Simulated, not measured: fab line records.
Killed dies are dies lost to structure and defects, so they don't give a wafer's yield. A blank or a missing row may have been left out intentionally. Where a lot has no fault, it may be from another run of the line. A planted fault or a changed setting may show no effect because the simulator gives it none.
Comparing a struck lot with a sound one :: flow n5-finfet :: 15 out of 1938 route steps
Sound: wafers L152.1, L152.2, L152.4. Struck: wafer L170.6 (left out: L170.2, a lot-mate that was not struck); the cause follows at the end.
Each step with rows lists, per side, the tool, then ch with its chambers, then its first start. Under that, the readings that differ: sound wafers :: struck wafers :: difference of the means :: sigmas: that difference in standard deviations of wafers without a fault.
alike: words and numbers the same on both sides, and readings whose means are apart by under 2 such deviations; not compared: readings that were withheld, readings missing a value for some wafer, numbers with overlapping values and no deviation given by the record, and bounds like >300 which may hide the same value.
A row with sigmas, a row that says differs or no value, or rows on one side alone: a step with any of these is where the two part. When numbers do not overlap yet have no deviation, they are printed without sigmas and do not part them. A reading that every wafer of one side lacks parts them only if that side has two wafers or more.

first, 7 steps without rows for these wafers: N5_BEOL_M2_COAT_76 (time 60 s, resist thk 5 nm); N5_BEOL_M2_COAT_22 (resist thk 30 nm); N5_BEOL_M2_EBR_24; N5_BEOL_M2_SOFTBAKE_23 (time 60 s); N5_BEOL_M2_EXPOSE_25 (exposes mask V1, defocus 5 nm); N5_BEOL_M2_PEB_26 (peb time 60 s); N5_BEOL_M2_DEVELOP_27 (develop time 30 s).
N5_BEOL_M2_CD_MEAS_28: target cd 26.2 nm, target cd y 24.1 nm.
  sound on cd-sem-01 ch 0, day 6 14:16; struck on cd-sem-01 ch 0, day 11 03:58
  alike: cd-nm
N5_BEOL_M2_OVL_MEAS_29:
  sound on overlay-02 ch 0, day 6 14:18; struck on overlay-01 ch 0, day 11 03:59
  alike: V1_OVL
N5_BEOL_M2_INSPECT_30: inspects for defects (brightfield).
  sound on defect-inspect-02, day 6 14:22; struck on defect-inspect-02, day 11 04:02
  alike: raw-defect-count
N5_BEOL_M2_DESCUM_33: chemistry O2, time 7 s.
  sound on rie-diel-02 ch 0,2,3, day 6 14:23; struck on rie-diel-06 ch 0, day 11 04:05
  alike: drypump-motor-current-A, oes-product-au, rf-vpp-V, showerhead-plenum-p-Torr, throttle-valve-pct
  not compared: rf-hours-counter-h
N5_BEOL_M2_ETCH_77: etches underlayer in N2/H2, target depth 6.5 nm, time 5.2 s.
  sound on rie-diel-02 ch 0,2,3, day 6 14:26; struck on rie-diel-06 ch 0, day 11 04:07
reading: bias-w (W)
sound: 151.5 150.0 150.0
struck: 148.9
difference: -1.6
sigmas: -3
  alike: drypump-motor-current-A, etch-rf-on-time-s, h2-flow-sccm, oes-product-au, rf-vpp-V, showerhead-plenum-p-Torr, throttle-valve-pct
  not compared: rf-hours-counter-h
N5_BEOL_M2_ETCH_69: etches SiARC in CF4, target depth 15.6 nm, time 26 s.
  sound on rie-diel-02 ch 0,2,3, day 6 14:26; struck on rie-diel-06 ch 0, day 11 04:08
reading: etch-rf-on-time-s (s)
sound: 25.7 26.1 25.4
struck: 16.7
difference: -9.0
sigmas: -13

reading: oes-product-au (a.u.)
sound: 0.78 0.63 0.75
struck: 1.07
difference: +0.35
sigmas: +4
  alike: bias-w, drypump-motor-current-A, rf-vpp-V, showerhead-plenum-p-Torr, throttle-valve-pct
  not compared: rf-hours-counter-h
N5_BEOL_M2_ALD_98: deposits SiO2, target thk 2.5 nm, pulse time 1 s, co reactant pulse time 1 s.
  sound on ald-sin-04 ch 0,2,3, day 6 14:32; struck on ald-sin-04 ch 3, day 11 05:00
reading: chamber-pressure-Torr (Torr)
sound: 1.999 1.997 2.002
struck: 2.010
difference: +0.011
sigmas: +2
  alike: heater-power-w, precursor-pulse-height-rel
N5_BEOL_M4_RC_MEAS_101:
  sound on prober-02 ch 0, day 7 15:40; struck on prober-01 ch 0, day 12 05:05
  alike: DIBL_N, DIBL_P, IOFF_N, IOFF_P, ION_N, ION_P, SS_N, SS_P, VT_N, VT_P

## WHERE THEY PART
Earliest at N5_BEOL_M2_ETCH_77; latest, in this record, at N5_BEOL_M2_ALD_98. Later steps at which nothing parts them and some readings are alike: N5_BEOL_M4_RC_MEAS_101.

WHY: the cause the simulator had injected
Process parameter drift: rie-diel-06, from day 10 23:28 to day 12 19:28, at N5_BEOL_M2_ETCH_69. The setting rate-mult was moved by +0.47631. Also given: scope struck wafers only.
